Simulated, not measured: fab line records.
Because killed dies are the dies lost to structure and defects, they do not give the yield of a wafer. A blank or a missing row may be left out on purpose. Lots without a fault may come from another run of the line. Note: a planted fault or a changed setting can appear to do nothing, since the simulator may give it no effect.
Chamber matching    flow n5Finfet    rieDiel-04 running N5_BEOL_M10_ETCH_61: 4 sister chambers
The step etches SiARC in CF4, target depth 39 nm, time 65 s. 14 wafers are shown with their chamber, then 7 later ones without.

## EACH WAFER AND ITS CHAMBER
wafer   chamber  drypumpMotorCurrentA (A)  showerheadPlenumPTorr (Torr)  throttleValvePct (%)
L076.2  2        6.4                       2.04                          15.63
L076.5  1        5.4                       2.16                          15.59
L076.6  2        6.4                       2.04                          15.64
L075.3  3        5.7                       2.14                          16.02
L075.5  3        5.7                       2.14                          16.01
L075.6  1        5.4                       2.16                          15.59
L083.4  3        5.6                       2.13                          16.04
L083.5  0        6.1                       2.07                          15.67
L083.6  3        5.7                       2.13                          16.05
L090.1  2        6.4                       2.03                          15.70
L090.4  3        5.7                       2.13                          16.08
L090.6  1        5.4                       2.15                          15.65
L089.1  0        6.1                       2.07                          15.70
L089.4  3        5.7                       2.13                          16.06

SIGNATURES (means of the wafers above)
reading                chamber 0  chamber 1  chamber 2  chamber 3  scatter within a chamber
drypumpMotorCurrentA   6.100      5.400      6.400      5.683      0.0289
showerheadPlenumPTorr  2.0700     2.1567     2.0367     2.1333     0.00516
throttleValvePct       15.6850    15.6100    15.6567    16.0433    0.0301
Rule: for each reading, subtract the chamber's mean from the wafer's reading, divide by that reading's scatter and square the result; add these up over the readings and take the root, which gives the wafer's distance from the chamber. The wafer belongs to the nearest chamber; if the next one is less than 2 further off, it can't be placed. The scatter: the root of (the sum of the squares of (reading less its chamber's mean) over the shown wafers, divided by (wafers less chambers)).

## WAFERS WITHOUT THEIR CHAMBER
wafer   drypumpMotorCurrentA (A)  showerheadPlenumPTorr (Torr)  throttleValvePct (%)
L089.6  5.6                       2.13                          16.07
L094.2  5.6                       2.13                          16.08
L094.3  6.1                       2.06                          15.73
L094.5  5.4                       2.14                          15.68
L097.2  6.4                       2.02                          15.74
L097.3  5.7                       2.12                          15.60
L097.6  6.3                       2.02                          15.73

## CHAMBER TAKEN BY EACH
wafer    from the rows above   in truth
L089.6   3                     3
L094.2   3                     3
L094.3   0                     0
L094.5   1                     1
L097.2   2                     2
L097.3   1                     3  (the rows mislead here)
L097.6   2                     2
6 of 7 placed correctly. From these rows, 0 cannot be placed. 1 placed wrongly.
